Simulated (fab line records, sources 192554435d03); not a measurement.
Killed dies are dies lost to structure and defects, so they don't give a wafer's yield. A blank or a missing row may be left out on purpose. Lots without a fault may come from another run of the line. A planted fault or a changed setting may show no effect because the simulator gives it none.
fab line records | flow n5_finfet
record lots=6 wafers=18 last_day=17
route steps=1938 shown BEOL_M3@986 BEOL_M4@1111 PASSIVATION@1936
lots that met no fault: from a run of the same line without faults
start_h: hours from the record's first day to the start of the lot's first wafer shown | wait_h: hours since the lot's step before | " the same as in the row above | L1.1+2: a row that stands for several wafers | - no value, or no start given | * or withheld: withheld | < > ~ a bound
route shown NAME@n: a module of which the file shows steps, and the number in the route of the first | usual: mean/standard deviation of fault-free wafers | same: alike in all rows | chamber/n: place in a boat | sites: the reading at each site | _std_site: their standard deviation | _edge_site: outer sites' mean less inner sites' | radius_mm: how far each site lies from the wafer's centre | mask NAME#n: copy n | behind: the tool/chamber that last shaped the wafer | hold: why the lot was held/for how many hours/how that ended | device: the transistor (n, p or np) that didn't switch | end of line: the same wafers' tests at the end of the route | a step without rows: its recipe alone | killed: dies lost to structure and defects at the first sort, not the wafer's yield | map: a wafer's dies, x killed, . not, _ none there
set.NAME: the setting as run; set.NAME@STEP: as run at that earlier step | model.NAME: the simulator's own value behind a step, which no gauge read
lots at some steps of the route; a table a step, a row a wafer
services: from which hour (start_h, from the record's first day; less than 0 if before it) a tool's chamber was out of use, for how many hours, and why
## steps
# step N5_BEOL_M3_PRECLEAN_42
# recipe chemistry=residue_remover time_s=60 temp_c=40
# step N5_BEOL_M3_SRD_43
# recipe time_s=30 temp_c=23 rinse_liquid=diw dry=ipa_marangoni
# step N5_BEOL_M3_CD_MEAS_35
# recipe target_cd_nm=18 target_cd_y_nm=21 polarity=opening
# usual cd_nm=18.0/0.31
# columns lot.wafer tool chamber start_h wait_h cd_nm
L523.1 cd_sem-01 - 146.24 0.0 17.8
L523.2 " - " " 18.0
L523.6 " - " " 18.3
L525.2 cd_sem-03 - 174.00 0.0 17.7
L525.3 " - " " 18.4
L525.5 " - " " 18.1
L535.2 cd_sem-01 - 229.73 0.0 17.9
L535.4 " - " " 17.8
L535.6 " - " " 18.0
L536.2 cd_sem-02 - 238.37 0.0 18.6
L536.3 " - " " 18.4
L536.6 " - " " 18.6
L540.1 cd_sem-03 - 260.80 0.0 17.5
L540.4 " - " " 18.2
L540.5 " - " " 17.3
L543.1 cd_sem-01 - 276.60 0.0 18.2
L543.4 " - " " 18.0
L543.6 " - " " 18.2
# step N5_BEOL_M3_DEGAS_44
# recipe ambient=vacuum temp_c=250 time_s=60
# usual heater_power_w=331/24
# columns lot.wafer tool chamber start_h wait_h heater_power_w
L523.1 pvd_sputter-03 - 146.48 0.2 324
L523.2 " - " " 320
L523.6 " - " " 331
L525.2 pvd_sputter-02 - 174.61 0.6 341
L525.3 " - " " 351
L525.5 " - " " 338
L535.2 pvd_sputter-03 - 230.06 0.3 354
L535.4 " - " " 352
L535.6 " - " " 354
L536.2 pvd_sputter-01 - 239.38 1.0 363
L536.3 " - " " 292
L536.6 " - " " 365
L540.1 pvd_sputter-01 - 261.46 0.7 346
L540.4 " - " " 360
L540.5 " - " " 342
L543.1 pvd_sputter-03 - 276.87 0.3 357
L543.4 " - " " 322
L543.6 " - " " 353
# step N5_BEOL_M3_PRE_CLEAN_45
# recipe gas=H2/He time_s=30 temp_c=250
# step N5_BEOL_M3_ALD_84
# recipe material=TaN target_thk_a=* temp_c=275 ald_precursor_family=PDMAT ald_co_reactant=NH3 pressure_torr=3 carrier_flow_sccm=1500 pulse_time_s=2 purge_time_s=3 co_reactant_purge_time_s=2 co_reactant_pulse_time_s=3 ald_cycles=30 precursor_vessel_temp_c=75 precursor_vessel_pressure_torr=26.25 precursor_vessel_carrier_sccm=1000
# step N5_BEOL_M3_SURFACE_TREAT_85
# recipe gas=Ar time_s=* ion_energy_ev=* ion_current_ma_cm2=0.5 pressure_mtorr=* ar_flow_sccm=30
# usual throttle_valve_pct=*
# columns lot.wafer tool chamber start_h wait_h throttle_valve_pct
L523.1 pvd_sputter-01 - 146.81 0.1 *
L523.2 " - " " *
L523.6 " - " " *
L525.2 pvd_sputter-03 - 174.94 0.1 *
L525.3 " - " " *
L525.5 " - " " *
L535.2 pvd_sputter-01 - 230.63 0.4 *
L535.4 " - " " *
L535.6 " - " " *
L536.2 pvd_sputter-01 - 239.80 0.2 *
L536.3 " - " " *
L536.6 " - " " *
L540.1 pvd_sputter-01 - 261.84 0.2 *
L540.4 " - " " *
L540.5 " - " " *
L543.1 pvd_sputter-03 - 277.39 0.3 *
L543.4 " - " " *
L543.6 " - " " *
# step N5_BEOL_M3_CVD_47
# recipe material=Co target_thk_a=30 temp_c=withheld precursor=CCTBA/H2 pressure_torr=30 time_s=223.8
# step N5_BEOL_M3_SPUTTER_48
# recipe material=Cu target_thk_a=45 temp_c=-20 chamber_pressure_pa=0.07 power_w=withheld time_s=8.29
# usual chamber_pressure_pa=0.06999/0.00013 chuck_gas_flow_sccm=1.25/0.053 throttle_valve_pct=30.0/1.2
# columns lot.wafer tool chamber start_h wait_h chamber_pressure_pa chuck_gas_flow_sccm throttle_valve_pct
L523.1 pvd_sputter-01 - 147.11 0.2 0.07 1.30 28.2
L523.2 " - " " 0.06981 1.22 31.8
L523.6 " - " " 0.06991 1.24 30.4
L525.2 pvd_sputter-02 - 175.16 0.1 0.0699 1.30 29.2
L525.3 " - " " 0.07016 1.28 30.3
L525.5 " - " " 0.07005 1.30 29.4
L535.2 pvd_sputter-01 - 231.11 0.4 0.07001 1.26 28.1
L535.4 " - " " 0.07006 1.22 30.1
L535.6 " - " " 0.06984 1.26 30.5
L536.2 pvd_sputter-03 - 240.06 0.1 0.06995 1.37 31.2
L536.3 " - " " 0.07023 1.23 28.7
L536.6 " - " " 0.06993 1.29 28.6
L540.1 pvd_sputter-01 - 262.12 0.1 0.06998 1.23 28.2
L540.4 " - " " 0.06998 1.24 29.7
L540.5 " - " " 0.07025 1.21 28.3
L543.1 pvd_sputter-01 - 277.61 0.1 0.07001 1.24 30.0
L543.4 " - " " 0.06999 1.22 31.7
L543.6 " - " " 0.07011 1.24 28.5
# step N5_BEOL_M3_ANNEAL_49
# recipe temp_c=400 time_s=240 ambient=vacuum
# usual heater_power_w=817/67
# columns lot.wafer tool chamber start_h wait_h heater_power_w
L523.1 pvd_sputter-01 - 147.19 0.0 702
L523.2 " - " " 937
L523.6 " - " " 757
L525.2 pvd_sputter-02 - 175.24 0.0 889
L525.3 " - " " 737
L525.5 " - " " 871
L535.2 pvd_sputter-01 - 231.19 0.0 697
L535.4 " - " " 842
L535.6 " - " " 829
L536.2 pvd_sputter-03 - 240.14 0.0 888
L536.3 " - " " 908
L536.6 " - " " 881
L540.1 pvd_sputter-01 - 262.20 0.0 721
L540.4 " - " " 718
L540.5 " - " " 705
L543.1 pvd_sputter-01 - 277.69 0.0 737
L543.4 " - " " 903
L543.6 " - " " 704
# step N5_BEOL_M3_SPUTTER_79
# recipe material=Cu target_thk_a=45 temp_c=-20 chamber_pressure_pa=0.07 power_w=withheld time_s=8.29
# usual chamber_pressure_pa=0.07002/0.00015 chuck_gas_flow_sccm=1.25/0.055 throttle_valve_pct=30.0/1.2
# columns lot.wafer tool chamber start_h wait_h chamber_pressure_pa chuck_gas_flow_sccm throttle_valve_pct
L523.1 pvd_sputter-01 - 147.33 0.1 0.0702 1.25 28.3
L523.2 " - " " 0.07001 1.28 31.5
L523.6 " - " " 0.06986 1.19 30.1
L525.2 pvd_sputter-02 - 175.38 0.1 0.06992 1.26 29.1
L525.3 " - " " 0.07009 1.25 30.1
L525.5 " - " " 0.06998 1.37 29.6
L535.2 pvd_sputter-01 - 233.89 2.6 0.06995 1.24 28.2
L535.4 " - " " 0.07 1.22 30.0
L535.6 " - " " 0.07013 1.29 30.4
L536.2 pvd_sputter-03 - 240.28 0.1 0.07015 1.30 30.9
L536.3 " - " " 0.07017 1.23 28.5
L536.6 " - " " 0.0698 1.33 28.9
L540.1 pvd_sputter-01 - 262.34 0.1 0.06983 1.21 28.2
L540.4 " - " " 0.06986 1.29 30.1
L540.5 " - " " 0.06983 1.25 28.4
L543.1 pvd_sputter-01 - 277.83 0.1 0.07006 1.24 29.9
L543.4 " - " " 0.07003 1.31 31.4
L543.6 " - " " 0.07012 1.25 28.4
# step N5_BEOL_M3_ANNEAL_80
# recipe temp_c=400 time_s=240 ambient=vacuum
# step N5_BEOL_M3_SPUTTER_81
# recipe material=Cu target_thk_a=45 temp_c=-20 chamber_pressure_pa=0.07 power_w=withheld time_s=8.29
# usual chamber_pressure_pa=0.07001/0.00014 chuck_gas_flow_sccm=1.25/0.05 throttle_valve_pct=30.0/1.2
# columns lot.wafer tool chamber start_h wait_h chamber_pressure_pa chuck_gas_flow_sccm throttle_valve_pct
L523.1 pvd_sputter-01 - 147.55 0.1 0.06956 1.13 28.0
L523.2 " - " " 0.06989 1.27 31.7
L523.6 " - " " 0.06988 1.25 30.0
L525.2 pvd_sputter-02 - 175.60 0.1 0.07009 1.25 29.3
L525.3 " - " " 0.07001 1.30 30.4
L525.5 " - " " 0.07011 1.25 29.3
L535.2 pvd_sputter-01 - 234.13 0.1 - - -
L535.4 " - " " - - -
L535.6 " - " " - - -
L536.2 pvd_sputter-03 - 240.50 0.1 - - -
L536.3 " - " " - - -
L536.6 " - " " - - -
L540.1 pvd_sputter-01 - 262.56 0.1 0.07013 1.21 28.3
L540.4 " - " " 0.07015 1.30 29.9
L540.5 " - " " 0.06998 1.24 28.1
L543.1 pvd_sputter-01 - 278.05 0.1 0.07012 1.20 30.2
L543.4 " - " " 0.07007 1.29 31.5
L543.6 " - " " 0.06999 1.22 28.3
# step N5_BEOL_M3_ANNEAL_82
# recipe temp_c=400 time_s=240 ambient=vacuum
# step N5_BEOL_M4_RC_MEAS_101
# usual DIBL_N=35.8/1.6 DIBL_P=36.0/1.9 IOFF_N=0.151/0.029 IOFF_P=0.21/0.037 ION_N=673/12 ION_P=463/7.3 SS_N=71.5/0.58 SS_P=73.2/0.61 VT_N=251/3.3 VT_P=-250/3.3
# columns lot.wafer tool chamber start_h wait_h DIBL_N[mV/V] DIBL_P[mV/V] IOFF_N[nA/um] IOFF_P[nA/um] ION_N[uA/um] ION_P[uA/um] SS_N[mV/dec] SS_P[mV/dec] VT_N[mV] VT_P[mV]
L523.1 prober-02 0 161.92 0.6 38.9 39.9 0.190 0.26 692 474 72.2 73.7 248 -246
L523.2 " 0 " " 37.2 35.9 0.139 0.19 664 455 71.7 72.8 255 -253
L523.6 " 0 " " 36.5 35.5 0.129 0.19 663 457 72.1 73.1 255 -251
L525.2 prober-01 0 186.86 0.2 37.0 37.5 0.157 0.21 682 468 70.7 73.4 253 -249
L525.3 " 0 " " 34.7 34.5 0.109 0.17 650 454 70.7 71.9 257 -252
L525.5 " 0 " " 37.1 37.3 0.151 0.21 672 455 71.0 73.5 251 -248
L535.2 prober-02 0 249.54 0.2 36.6 37.3 0.144 0.19 682 461 72.2 73.9 252 -254
L535.4 " 0 " " 34.1 34.0 0.119 0.16 669 453 70.8 72.8 251 -254
L535.6 " 0 " " 36.6 37.1 0.163 0.19 668 450 72.0 73.7 249 -253
L536.2 prober-02 0 257.97 0.2 35.4 38.0 0.155 0.22 669 461 71.7 73.2 247 -250
L536.3 " 0 " " 36.2 38.5 0.166 0.25 691 477 71.5 73.3 249 -246
L536.6 " 0 " " 32.9 35.1 0.110 0.20 653 464 70.5 72.9 256 -249
L540.1 prober-01 0 277.28 0.0 36.1 36.7 0.174 0.22 691 473 71.8 73.6 247 -252
L540.4 " 0 " " 33.0 32.3 0.112 0.16 659 455 70.5 72.4 255 -251
L540.5 " 0 " " 33.6 33.6 0.128 0.17 677 463 71.3 73.2 252 -251
L543.1 prober-01 0 298.73 0.0 35.4 37.2 0.163 0.22 687 471 71.6 74.1 248 -249
L543.4 " 0 " " 35.1 36.1 0.154 0.20 676 460 71.5 73.4 247 -252
L543.6 " 0 " " 35.6 37.5 0.161 0.21 675 464 71.8 74.1 249 -251
# step N5_PASSIVATION_PROBE_49
# usual defect_limited_yield=90.9/1.4 killed_at_M0_to_M3=37/12 killed_at_M4_up=14/5.3 killed_at_contacts=12/6.2 killed_at_front_end=41/11 killed_at_other=3.7/2.9 killed_dies=107/17 killed_open=71/12 killed_short=34/7.9 sort_bin_5_function=5.3/0.95 sort_bin_6_memory=3.4/0.7 sort_n_pass=1073/17 sort_yield_pct=90.9/1.5
# same gross_dies=1180 killed_at_back_side=0 sort_bin_4_leakage[%]=0 sort_bin_8_speed[%]=0
# columns lot.wafer tool chamber start_h wait_h defect_limited_yield[%] killed_at_M0_to_M3 killed_at_M4_up killed_at_contacts killed_at_front_end killed_at_other killed_dies killed_open killed_short sort_bin_5_function[%] sort_bin_6_memory[%] sort_n_pass sort_yield_pct[%]
L535.2 prober-01 - 353.41 0.1 92.0 38 14 7 32 3 94 60 26 4.5 3.2 1086 92.0
L535.4 prober-01 - 353.51 0.2 91.6 46 14 6 31 2 99 61 34 5.7 2.5 1081 91.6
L535.6 prober-01 - 353.61 0.3 92.4 33 20 5 30 2 90 60 22 4.1 3.3 1090 92.4
L536.2 prober-01 - 369.50 0.5 90.3 50 20 2 39 4 115 71 35 5.3 4.0 1065 90.3
L536.3 prober-01 - 369.55 0.5 90.4 47 18 6 38 4 113 70 33 5.8 3.5 1067 90.4
L536.6 prober-01 - 369.70 0.7 90.8 33 24 5 43 3 108 65 39 5.7 3.2 1072 90.8
# killed by level:class
L535.2 BEOL_M2:geometric_particle:open=9 MOL_CONTACT_COAG:geometric_particle:open=7 BEOL_M3:interface_void_opened=7 FIN_SAQP:geometric_particle:open=6 GATE_CUT:geometric_particle:open=5 BEOL_M0_SAQP:geometric_particle:short=5 BEOL_M2:geometric_particle:short=5 STARTING-WAFER:geometric_particle:short=5
L535.4 BEOL_M2:geometric_particle:open=13 BEOL_M4:geometric_particle:open=10 BEOL_M1:geometric_particle:open=9 GATE_CUT:geometric_particle:short=8 FIN_SAQP:geometric_particle:short=7 BEOL_M0_SAQP:geometric_particle:short=7 MOL_CONTACT_COAG:geometric_particle:open=6 BEOL_M0_SAQP:geometric_particle:open=6
L535.6 BEOL_M4:geometric_particle:open=14 BEOL_M2:geometric_particle:open=10 FIN_SAQP:geometric_particle:open=9 BEOL_M1:geometric_particle:open=6 BEOL_M3:interface_void_opened=6 STI_FIN_REVEAL:geometric_particle:open=4 MOL_CONTACT_COAG:geometric_particle:open=4 FIN_SAQP:geometric_particle:short=3
L536.2 FIN_SAQP:geometric_particle:open=17 BEOL_M0_SAQP:geometric_particle:short=16 BEOL_M0_SAQP:geometric_particle:open=12 BEOL_M4:geometric_particle:open=12 BEOL_M2:geometric_particle:open=8 FIN_SAQP:geometric_particle:short=7 BEOL_M3:interface_void_opened=5 GATE_CUT:geometric_particle:short=4
L536.3 FIN_SAQP:geometric_particle:open=12 BEOL_M4:geometric_particle:open=10 BEOL_M1:geometric_particle:open=10 BEOL_M0_SAQP:geometric_particle:open=9 FIN_SAQP:geometric_particle:short=8 BEOL_M0_SAQP:geometric_particle:short=7 BEOL_M2:geometric_particle:open=7 STI_FIN_REVEAL:geometric_particle:open=6
L536.6 FIN_SAQP:geometric_particle:short=14 BEOL_M2:geometric_particle:open=11 FIN_SAQP:geometric_particle:open=10 BEOL_M4:geometric_particle:open=9 BEOL_M0_SAQP:geometric_particle:short=8 BEOL_M8:geometric_particle:open=7 STI_FIN_REVEAL:geometric_particle:open=5 MOL_CONTACT_COAG:geometric_particle:open=4
## services
# columns tool chamber start_h hours kind
pvd_sputter-01 - 137.17 2.2 repair
pvd_sputter-01 - 231.67 2.2 repair
pvd_sputter-01 - 236.50 2.7 repair
## key
first_sign step=N5_BEOL_M3_SPUTTER_81 reading=tool_record direction=missing
effect none on later readings
met_at N5_BEOL_M3_SPUTTER_81
struck_wafers L535.2,L535.4,L535.6,L536.2,L536.3,L536.6
onset_between 147.55 234.13
fault kind=skipped_step_whole tool=pvd_sputter-01,pvd_sputter-03 chamber=- onset_h=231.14 steps=N5_BEOL_M3_SPUTTER_81 scope=struck_lots_only
